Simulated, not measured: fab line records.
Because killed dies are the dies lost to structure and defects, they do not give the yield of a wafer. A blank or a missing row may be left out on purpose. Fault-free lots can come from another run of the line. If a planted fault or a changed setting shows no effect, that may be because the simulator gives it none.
Chamber matching || flow nand harc || 4 sister chambers for NHARC_P_M0_STRIP_18 on rie diel-04
The step strips in N2/H2. 14 wafers are shown with their chamber, then 7 later ones without.

## WAFERS PAIRED WITH THEIR CHAMBERS
{"wafer": "L079.3", "chamber": 1, "drypump motor current A (A)": 6.4, "rf vpp V (V)": 90.3, "oes product au (a.u.)": 1.006}
{"wafer": "L079.4", "chamber": 1, "drypump motor current A (A)": 6.4, "rf vpp V (V)": 92.5, "oes product au (a.u.)": 0.997}
{"wafer": "L079.6", "chamber": 0, "drypump motor current A (A)": 5.1, "rf vpp V (V)": 89.8, "oes product au (a.u.)": 0.994}
{"wafer": "L085.2", "chamber": 0, "drypump motor current A (A)": 5.2, "rf vpp V (V)": 89.6, "oes product au (a.u.)": 0.974}
{"wafer": "L085.3", "chamber": 1, "drypump motor current A (A)": 6.4, "rf vpp V (V)": 92.3, "oes product au (a.u.)": 0.998}
{"wafer": "L085.6", "chamber": 1, "drypump motor current A (A)": 6.4, "rf vpp V (V)": 90.5, "oes product au (a.u.)": 1.015}
{"wafer": "L084.3", "chamber": 3, "drypump motor current A (A)": 5.4, "rf vpp V (V)": 88.9, "oes product au (a.u.)": 0.991}
{"wafer": "L084.4", "chamber": 0, "drypump motor current A (A)": 5.1, "rf vpp V (V)": 90.5, "oes product au (a.u.)": 0.988}
{"wafer": "L084.5", "chamber": 3, "drypump motor current A (A)": 5.4, "rf vpp V (V)": 90.0, "oes product au (a.u.)": 1.001}
{"wafer": "L087.1", "chamber": 2, "drypump motor current A (A)": 5.7, "rf vpp V (V)": 89.8, "oes product au (a.u.)": 0.997}
{"wafer": "L087.5", "chamber": 3, "drypump motor current A (A)": 5.4, "rf vpp V (V)": 89.9, "oes product au (a.u.)": 0.999}
{"wafer": "L087.6", "chamber": 0, "drypump motor current A (A)": 5.1, "rf vpp V (V)": 89.9, "oes product au (a.u.)": 0.976}
{"wafer": "L091.2", "chamber": 0, "drypump motor current A (A)": 5.2, "rf vpp V (V)": 90.2, "oes product au (a.u.)": 0.986}
{"wafer": "L091.4", "chamber": 1, "drypump motor current A (A)": 6.4, "rf vpp V (V)": 92.5, "oes product au (a.u.)": 0.997}

SIGNATURES (averages over the wafers above)
{"reading": "drypump motor current A", "chamber 0": 5.140, "chamber 1": 6.400, "chamber 2": 5.700, "chamber 3": 5.400, "scatter within a chamber": 0.0346}
{"reading": "rf vpp V", "chamber 0": 90.000, "chamber 1": 91.620, "chamber 2": 89.800, "chamber 3": 89.600, "scatter within a chamber": 0.79}
{"reading": "oes product au", "chamber 0": 0.98360, "chamber 1": 1.00260, "chamber 2": 0.99700, "chamber 3": 0.99700, "scatter within a chamber": 0.00767}
Rule: for each reading, subtract the chamber's mean from the wafer's reading, divide by that reading's scatter and square the result; add these up over the readings and take the root, which gives the wafer's distance from the chamber. The wafer belongs to the nearest chamber; if the next one is less than 2 further off, it can't be placed. The scatter: the root of (the sum of the squares of (reading less its chamber's mean) over the shown wafers, divided by (wafers less chambers)).

## WAFERS WITH NO CHAMBER GIVEN
{"wafer": "L091.5", "drypump motor current A (A)": 6.4, "rf vpp V (V)": 91.4, "oes product au (a.u.)": 0.998}
{"wafer": "L096.1", "drypump motor current A (A)": 5.4, "rf vpp V (V)": 90.1, "oes product au (a.u.)": 0.987}
{"wafer": "L096.4", "drypump motor current A (A)": 6.4, "rf vpp V (V)": 91.7, "oes product au (a.u.)": 0.996}
{"wafer": "L096.6", "drypump motor current A (A)": 5.7, "rf vpp V (V)": 90.1, "oes product au (a.u.)": 0.976}
{"wafer": "L097.1", "drypump motor current A (A)": 5.2, "rf vpp V (V)": 89.8, "oes product au (a.u.)": 0.970}
{"wafer": "L097.4", "drypump motor current A (A)": 5.8, "rf vpp V (V)": 90.0, "oes product au (a.u.)": 0.990}
{"wafer": "L097.5", "drypump motor current A (A)": 6.4, "rf vpp V (V)": 93.0, "oes product au (a.u.)": 0.992}

## WHICH CHAMBER EACH ONE RAN IN
{"wafer": "L091.5", "from the rows above": 1, "in truth": 1}
{"wafer": "L096.1", "from the rows above": 3, "in truth": 3}
{"wafer": "L096.4", "from the rows above": 1, "in truth": 1}
{"wafer": "L096.6", "from the rows above": 2, "in truth": 2}
{"wafer": "L097.1", "from the rows above": 0, "in truth": 0}
{"wafer": "L097.4", "from the rows above": 2, "in truth": 2}
{"wafer": "L097.5", "from the rows above": 1, "in truth": 1}
Correctly placed: 7 of 7. Number that these rows cannot place: 0. Placed wrongly: 0.
